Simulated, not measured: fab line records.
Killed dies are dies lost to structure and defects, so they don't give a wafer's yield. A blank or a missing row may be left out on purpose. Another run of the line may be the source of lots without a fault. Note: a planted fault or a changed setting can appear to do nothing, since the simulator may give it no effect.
What tool caused it?	flow nand-harc	14 lots, 40 wafers sampled, at 5 steps of a route of 1159

WHAT EACH GAUGE READ, for each wafer
NHARC_P_CONTACT_CD_MEAS_12 targets a cd of 90 nm.
lot	measured	on	cd-nm (nm)
L395	day 5 12:52	cd-sem-02	90.7 91.2 91.2
L396	day 5 14:07	cd-sem-02	90.5 90.9 91.3
L400	day 6 23:31	cd-sem-03	89.2 90.4
L401	day 7 05:01	cd-sem-01	89.4 89.7
L408	day 8 22:23	cd-sem-02	91.3 90.5 89.7
L410	day 9 12:13	cd-sem-01	90.8 90.9 90.4
L411	day 9 12:43	cd-sem-02	89.8 89.0 89.6
L412	day 9 22:04	cd-sem-03	89.7 89.7 88.9
L413	day 9 22:25	cd-sem-03	89.7 90.4 90.4
L414	day 10 03:42	cd-sem-03	89.1 90.3 90.7
L415	day 10 16:30	cd-sem-02	90.4 90.5 89.1
L416	day 10 21:25	cd-sem-01	89.6 89.5 89.4
L417	day 10 23:51	cd-sem-02	89.2 89.9 90.3
L418	day 11 18:25	cd-sem-02	90.6 90.0 89.9

NHARC_END_SORT_01.
lot	measured	on	killed-at-array	killed-at-other	killed-at-periphery	killed-dies	killed-open	killed-short
L401	day 20 18:16	prober-01	42	0	1	43	2	4

EACH LOT AND THE TOOL THAT RAN IT (in order: tool; ch and the chambers of the sampled wafers; start)
lot	NHARC_P_GATE_STRIP_95	NHARC_P_CONTACT_SOFTBAKE_07	NHARC_P_CONTACT_ETCH_36
L395	plasma-asher-02 ch 0,1, day 5 09:31	litho-track-01 ch 0, day 5 12:00	rie-diel-11 ch 0,2,3, no start
L396	plasma-asher-02 ch 1, day 5 10:34	litho-track-01 ch 0, day 5 13:00	rie-diel-08 ch 0,2,3, no start
L400	plasma-asher-02 ch 1, day 6 19:59	litho-track-01 ch 0, day 6 23:00	rie-diel-03 ch 2, no start
L401	plasma-asher-02 ch 0, day 7 01:37	litho-track-01 ch 0, day 7 04:00	rie-diel-03 ch 1,2, day 20 18:16 or earlier
L408	plasma-asher-01 ch 0,1, day 8 18:55	litho-track-06 ch 0, day 8 21:00	rie-diel-03 ch 1,2,3, no start
L410	plasma-asher-02 ch 0,1, day 9 08:31	litho-track-01 ch 0, day 9 11:00	rie-diel-08 ch 0,1,3, no start
L411	plasma-asher-01 ch 0,1, day 9 09:05	litho-track-04 ch 0, day 9 12:00	rie-diel-11 ch 0,3, no start
L412	plasma-asher-02 ch 0,1, day 9 18:20	litho-track-01 ch 0, day 9 21:00	rie-diel-11 ch 1,3, no start
L413	plasma-asher-01 ch 0,1, day 9 18:35	litho-track-01 ch 0, day 9 21:00	rie-diel-03 ch 0,1,3, no start
L414	plasma-asher-02 ch 0,1, day 10 00:13	litho-track-06 ch 0, day 10 03:00	rie-diel-08 ch 0,2,3, no start
L415	plasma-asher-02 ch 0,1, day 10 13:01	litho-track-04 ch 0, day 10 16:00	rie-diel-03 ch 0,1,3, no start
L416	plasma-asher-02 ch 0,1, day 10 17:49	litho-track-01 ch 0, day 10 21:00	rie-diel-08 ch 0,1,3, no start
L417	plasma-asher-02 ch 0,1, day 10 20:22	litho-track-06 ch 0, day 10 23:00	rie-diel-03 ch 1,2,3, no start
L418	plasma-asher-02 ch 0,1, day 11 14:58	litho-track-04 ch 0, day 11 17:00	rie-diel-03 ch 0,1,3, no start
- NHARC_P_GATE_STRIP_95: strips in O2.
- NHARC_P_CONTACT_SOFTBAKE_07: time 55 s.
- NHARC_P_CONTACT_ETCH_36: etches the open film in N2/H2, target depth 260 nm, time 406.25 s.

AS READ BY THE TOOLS THEMSELVES (means over the sampled wafers that have a number; for cases with no such wafer, the mark the record gives instead)
NHARC_P_GATE_STRIP_95.
lot	tool	drypump-motor-current-A (A)	heater-power-w (W)
L395	plasma-asher-02	5.6	347
L396	plasma-asher-02	6.1	310
L400	plasma-asher-02	6.1	310
L401	plasma-asher-02	5.3	366
L408	plasma-asher-01	5.6	311
L410	plasma-asher-02	5.8	323
L411	plasma-asher-01	5.6	315
L412	plasma-asher-02	5.6	330
L413	plasma-asher-01	5.7	332
L414	plasma-asher-02	5.8	319
L415	plasma-asher-02	5.6	337
L416	plasma-asher-02	5.6	330
L417	plasma-asher-02	5.8	319
L418	plasma-asher-02	5.8	323

NHARC_P_CONTACT_SOFTBAKE_07.
lot	tool	chill-plate-temp-C (C)	heater-power-total-W (W)
L395	litho-track-01	22.95	188.48
L396	litho-track-01	22.87	188.38
L400	litho-track-01	22.98	205.50
L401	litho-track-01	22.97	205.55
L408	litho-track-06	22.96	188.42
L410	litho-track-01	23.00	188.37
L411	litho-track-04	22.98	188.64
L412	litho-track-01	23.20	188.48
L413	litho-track-01	23.05	188.54
L414	litho-track-06	23.01	188.49
L415	litho-track-04	22.91	188.35
L416	litho-track-01	22.91	188.38
L417	litho-track-06	23.08	188.42
L418	litho-track-04	23.04	188.54

NHARC_P_CONTACT_ETCH_36.
lot	tool	drypump-motor-current-A (A)	oes-product-au (a.u.)	rf-vpp-V (V)	showerhead-plenum-p-Torr (Torr)	throttle-valve-pct (%)
L395	rie-diel-11	6.2	0.995	431.4	2.07	14.177
L396	rie-diel-08	5.4	1.008	428.0	1.96	14.163
L400	rie-diel-03	6.8	0.992	428.7	1.99	14.176
L401	rie-diel-03	6.0	1.003	431.5	2.10	14.171
L408	rie-diel-03	5.8	0.989	432.1	2.08	14.173
L410	rie-diel-08	5.6	1.001	429.7	2.04	14.173
L411	rie-diel-11	6.0	1.003	430.8	2.04	14.169
L412	rie-diel-11	5.4	0.997	427.8	1.95	14.166
L413	rie-diel-03	5.2	0.999	432.4	2.11	14.172
L414	rie-diel-08	5.4	0.996	428.4	1.96	14.172
L415	rie-diel-03	5.1	1.000	432.5	2.11	14.173
L416	rie-diel-08	5.5	1.006	431.1	2.04	14.169
L417	rie-diel-03	5.8	0.999	431.6	2.08	14.168
L418	rie-diel-03	5.1	0.996	433.2	2.11	14.175

THE ANSWER, worked out from the rows above alone
Rule: the lots themselves supply what counts as usual. The widest of any qualifying gaps counts: lots, ordered by their means at a reading, are off when they make up no more than a third of the lots, leave a main group of 4 or more, and stand apart from it by 3 or more times the standard deviation of that group's means. The tables above print the reading to a certain number of digits; a main group whose means all agree to those digits is not used. A lot without any number at a reading at which 4 lots or more have one is off too. Where the step has rows for the other lots, those lots are counted as sound. Order of review: gauges by route order, followed by the tools' own readings, for which a lot's mean as printed above is used. The first step at which some lot is off is used, and at that step the reading that is off furthest; a lot without a number counts as furthest.
Off, at NHARC_P_CONTACT_SOFTBAKE_07 on heater-power-total-W: L400, L401. The main group: mean 188.46 W, standard deviation 0.083.
If a tool, at that step or one of the process steps before it, ran each lot that is off and ran no sound lot following the first of them, it fits. Not one of the candidates tried fits.

WHAT THE SIMULATOR PUT IN
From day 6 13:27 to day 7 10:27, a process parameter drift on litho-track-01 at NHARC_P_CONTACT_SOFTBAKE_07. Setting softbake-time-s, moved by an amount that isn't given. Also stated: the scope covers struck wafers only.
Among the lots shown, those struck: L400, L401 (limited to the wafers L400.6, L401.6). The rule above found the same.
